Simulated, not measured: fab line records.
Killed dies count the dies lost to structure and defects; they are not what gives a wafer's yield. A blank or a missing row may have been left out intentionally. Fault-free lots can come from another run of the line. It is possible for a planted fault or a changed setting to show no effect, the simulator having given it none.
Which tool did it?	flow n5_finfet	9 lots, 27 wafers sampled, at 5 steps of a route of 1938

## WHAT THE GAUGES SHOWED, per wafer
N5_BEOL_M4_RC_MEAS_101. Usual: DIBL_N 37.1 mV/V, standard deviation 1.8; DIBL_P 37.2 mV/V, standard deviation 2.1; IOFF_N 0.17 nA/um, standard deviation 0.033; IOFF_P 0.22 nA/um, standard deviation 0.037; ION_N 680 uA/um, standard deviation 11; ION_P 464 uA/um, standard deviation 7.7; SS_N 71.7 mV/dec, standard deviation 0.63; SS_P 73.6 mV/dec, standard deviation 0.67; VT_N 248.9 mV, standard deviation 2.9; VT_P -251 mV, standard deviation 3.6.
lot	measured	on	DIBL_N (mV/V)	DIBL_P (mV/V)	IOFF_N (nA/um)	IOFF_P (nA/um)	ION_N (uA/um)	ION_P (uA/um)	SS_N (mV/dec)	SS_P (mV/dec)	VT_N (mV)	VT_P (mV)	flag
L891	day 9 19:16	prober-02	36.6 37.9 38.8	35.3 38.5 38.1	0.14 0.18 0.19	0.16 0.22 0.21	663 684 681	449 464 463	72.0 72.4 71.7	72.9 74.1 74.2	253.8 248.7 249.6	-254 -253 -253	
L892	day 10 00:10	prober-01	38.2 38.0 37.1	39.4 37.8 36.8	0.22 0.20 0.18	0.31 0.29 0.26	697 686 680	481 479 466	72.4 72.1 72.2	74.2 73.6 73.5	245.5 245.1 246.5	-244 -243 -247	
L893	day 10 03:49	prober-01	37.7 37.6 34.5	37.9 37.6 35.4	0.15 0.16 0.11	0.19 0.18 0.15	665 673 655	458 454 452	71.3 71.9 70.6	74.0 72.9 73.1	251.8 252.4 255.9	-255 -257 -258	
L901	day 12 17:26	prober-01	39.9 40.3 36.9	40.1 41.7 36.5	0.23 0.24 0.15	0.24 0.26 0.17	699 691 674	466 465 457	72.2 72.6 72.1	73.9 74.3 73.3	243.1 245.7 249.0	-252 -249 -257	
L898	day 12 19:37	prober-02	38.4 40.1 35.5	37.8 40.3 35.3	0.18 0.21 0.12	0.22 0.27 0.19	676 688 671	461 474 467	70.8 71.5 70.7	73.7 74.3 73.8	247.8 247.0 252.9	-251 -247 -252	
L902	day 12 22:01	prober-01	36.6 35.4 39.7	36.0 34.3 38.6	0.15 0.13 0.21	0.20 0.18 0.24	673 687 671	461 472 455	71.4 71.3 72.8	73.1 73.1 73.6	251.9 251.6 248.7	-249 -252 -250	
L903	day 12 22:56	prober-01	33.3 34.7 34.8	35.1 36.7 38.0	0.13 0.14 0.15	0.18 0.21 0.23	675 682 678	461 465 470	70.6 70.8 71.7	73.1 72.9 74.3	252.0 249.0 249.5	-251 -250 -248	
L904	day 13 19:06	prober-02	37.3 38.2 41.6	37.1 37.8 41.5	0.17 0.20 0.29	0.22 0.24 0.31	703 677 701	478 462 477	72.3 71.6 72.4	73.7 74.4 75.2	246.6 245.7 241.5	-249 -250 -244	
L908	day 14 13:47	prober-02	40.8 35.2 37.1	40.8 34.0 36.9	0.27 0.13 0.18	0.34 0.20 0.25	703 677 679	477 463 467	73.1 72.0 71.7	74.0 72.0 73.6	242.1 251.3 248.0	-241 -248 -244	

N5_BEOL_M13_CD_MEAS_10: target cd 190 nm. Usual: 189.1 nm for cd_nm, sd 1.5.
lot	measured	on	cd_nm (nm)	flag
L891	day 13 03:18	cd_sem-01	189.8 190.8 190.0	
L892	day 13 03:31	cd_sem-03	189.8 189.0 188.5	
L893	day 13 12:30	cd_sem-01	189.6 190.1 189.5	
L901	day 16 05:10	cd_sem-03	189.3 189.6 188.9	
L898	day 15 12:04	cd_sem-01	187.7 186.8 187.1	
L902	day 16 04:41	cd_sem-03	187.8 187.0 187.5	
L903	day 16 08:37	cd_sem-03	186.1 187.1 188.1	
L904	day 16 21:55	cd_sem-01	188.9 189.3 189.0	
L908	day 17 15:05	cd_sem-01	191.2 191.1 191.5	

N5_BEOL_M13_OCD_MEAS_35. Usual: 413 nm for trench_depth_nm, sd 7.4.
lot	measured	on	trench_depth_nm (nm)	flag
L891	day 13 04:55	ocd-01	0 0 0	OFF
L892	day 13 05:17	ocd-02	0 0 0	OFF
L893	day 13 14:33	ocd-02	0 0 0	OFF
L901	day 16 07:24	ocd-01	410 405 418	
L898	day 15 13:40	ocd-01	413 412 416	
L902	day 16 06:31	ocd-02	411 406 429	
L903	day 16 10:16	ocd-02	424 405 400	
L904	day 16 23:32	ocd-02	408 418 418	
L908	day 17 16:49	ocd-02	425 405 405	

## TOOL THAT RAN EACH LOT (tool first, then ch and the chambers of the sampled wafers, then the start)
lot	N5_BEOL_M13_ETCH_68	N5_BEOL_M13_TRENCH_ETCH_34
L891	rie_diel-02 ch 1,3, day 13 04:31	rie_diel-02 ch 1,3, day 13 04:44
L892	rie_diel-06 ch 0,3, day 13 04:53	rie_diel-06 ch 0,3, day 13 05:06
L893	rie_diel-02 ch 1,2,3, day 13 14:10	rie_diel-02 ch 1,2,3, day 13 14:23
L901	rie_diel-06 ch 0,1,2, day 16 07:00	rie_diel-06 ch 0,1,2, day 16 07:13
L898	rie_diel-06 ch 0,1,3, day 15 13:16	rie_diel-06 ch 0,1,3, day 15 13:30
L902	rie_diel-02 ch 0,3, day 16 06:07	rie_diel-02 ch 0,3, day 16 06:20
L903	rie_diel-02 ch 0,1,2, day 16 09:52	rie_diel-02 ch 0,1,2, day 16 10:05
L904	rie_diel-06 ch 0,2, day 16 23:08	rie_diel-06 ch 0,2, day 16 23:21
L908	rie_diel-02 ch 0,2,3, day 17 16:25	rie_diel-02 ch 0,2,3, day 17 16:38
- N5_BEOL_M13_ETCH_68: etches SOC in N2/H2, time 355 s.
- N5_BEOL_M13_TRENCH_ETCH_34: etches SiOC in C4F8/O2/Ar, target depth 413.47 nm, time 162.6 s.

## AS READ BY THE TOOLS THEMSELVES (means over the sampled wafers that have a number; for cases with no such wafer, the mark the record gives instead)
N5_BEOL_M13_ETCH_68. Usual: bias_w is 350.0 W with standard deviation 1.1, chamber_pressure_mTorr is 29.995 mTorr with standard deviation 0.028, drypump_motor_current_A is 5.9 A with standard deviation 0.36, oes_product_au is 0.83 a.u. with standard deviation 0.085, rf_vpp_V is 525.6 V with standard deviation 2.4, showerhead_plenum_p_Torr is 2.61 Torr with standard deviation 0.077, and throttle_valve_pct is 17.74 % with standard deviation 0.22.
lot	tool	bias_w (W)	chamber_pressure_mTorr (mTorr)	drypump_motor_current_A (A)	oes_product_au (a.u.)	rf_vpp_V (V)	showerhead_plenum_p_Torr (Torr)	throttle_valve_pct (%)	flag
L891	rie_diel-02	349.8	30.005	5.9	0.80	524.0	2.56	17.87	
L892	rie_diel-06	350.2	29.996	5.9	0.83	523.7	2.54	17.65	
L893	rie_diel-02	349.3	29.997	5.7	0.81	524.6	2.56	17.89	
L901	rie_diel-06	349.9	30.002	5.9	0.80	526.3	2.63	17.57	
L898	rie_diel-06	350.1	29.980	5.9	0.83	524.2	2.57	17.78	
L902	rie_diel-02	350.7	30.007	6.1	0.85	525.8	2.61	17.72	
L903	rie_diel-02	349.5	30.002	5.9	0.82	525.0	2.59	17.87	
L904	rie_diel-06	349.8	30.002	5.9	0.78	525.2	2.58	17.47	
L908	rie_diel-02	350.2	30.009	5.9	0.84	526.1	2.61	17.76	

N5_BEOL_M13_TRENCH_ETCH_34. Usual: C4F8_flow_sccm 14.99 sccm, standard deviation 0.047; O2_flow_sccm 8.003 sccm, standard deviation 0.024; drypump_motor_current_A 5.9 A, standard deviation 0.36; mfc_ar_sccm 400.0 sccm, standard deviation 1.3; oes_product_au 0.83 a.u., standard deviation 0.084; rf_vpp_V 667.7 V, standard deviation 2.9; showerhead_plenum_p_Torr 3.50 Torr, standard deviation 0.091; throttle_valve_pct 24.18 %, standard deviation 0.21.
lot	tool	C4F8_flow_sccm (sccm)	O2_flow_sccm (sccm)	drypump_motor_current_A (A)	mfc_ar_sccm (sccm)	oes_product_au (a.u.)	rf_vpp_V (V)	showerhead_plenum_p_Torr (Torr)	throttle_valve_pct (%)	flag
L891	rie_diel-02	-	-	-	-	-	-	-	-	OFF
L892	rie_diel-06	-	-	-	-	-	-	-	-	OFF
L893	rie_diel-02	-	-	-	-	-	-	-	-	OFF
L901	rie_diel-06	14.96	7.999	5.9	398.4	0.80	668.7	3.52	23.96	
L898	rie_diel-06	15.00	7.986	5.9	399.9	0.83	666.4	3.46	24.23	
L902	rie_diel-02	14.96	7.999	6.1	400.2	0.85	667.8	3.52	24.21	
L903	rie_diel-02	14.99	7.971	5.9	398.7	0.81	668.0	3.49	24.29	
L904	rie_diel-06	15.04	7.996	5.9	400.0	0.77	666.2	3.48	23.93	
L908	rie_diel-02	14.99	7.998	5.9	400.4	0.84	667.6	3.51	24.21	

## THE ANSWER, worked out from the rows above alone
Rule: a lot counts as off when the mean over its wafers that have a number is more than 3 standard deviations away from the usual mean. A lot without any number at a reading at which 4 lots or more have one is off too. Where the step has rows for the other lots, those lots are counted as sound. After the gauges, taken in route order, come the tools' own readings; for these a lot's mean is taken, as printed above. The first step at which some lot is off is used, and at that step the reading that is off furthest; a lot without a number counts as furthest.
Off, at N5_BEOL_M13_OCD_MEAS_35 on trench_depth_nm: L891, L892, L893.
If a tool, at a process step before that reading, ran all the lots that are off and no sound lot after the first of them, it fits. Not tried: the gauges at N5_BEOL_M13_OCD_MEAS_35; whatever is off there is also off at N5_BEOL_M13_TRENCH_ETCH_34, on other tools, and gauge error can't account for it. No candidate that was tried fits.

## WHAT THE SIMULATOR PUT IN
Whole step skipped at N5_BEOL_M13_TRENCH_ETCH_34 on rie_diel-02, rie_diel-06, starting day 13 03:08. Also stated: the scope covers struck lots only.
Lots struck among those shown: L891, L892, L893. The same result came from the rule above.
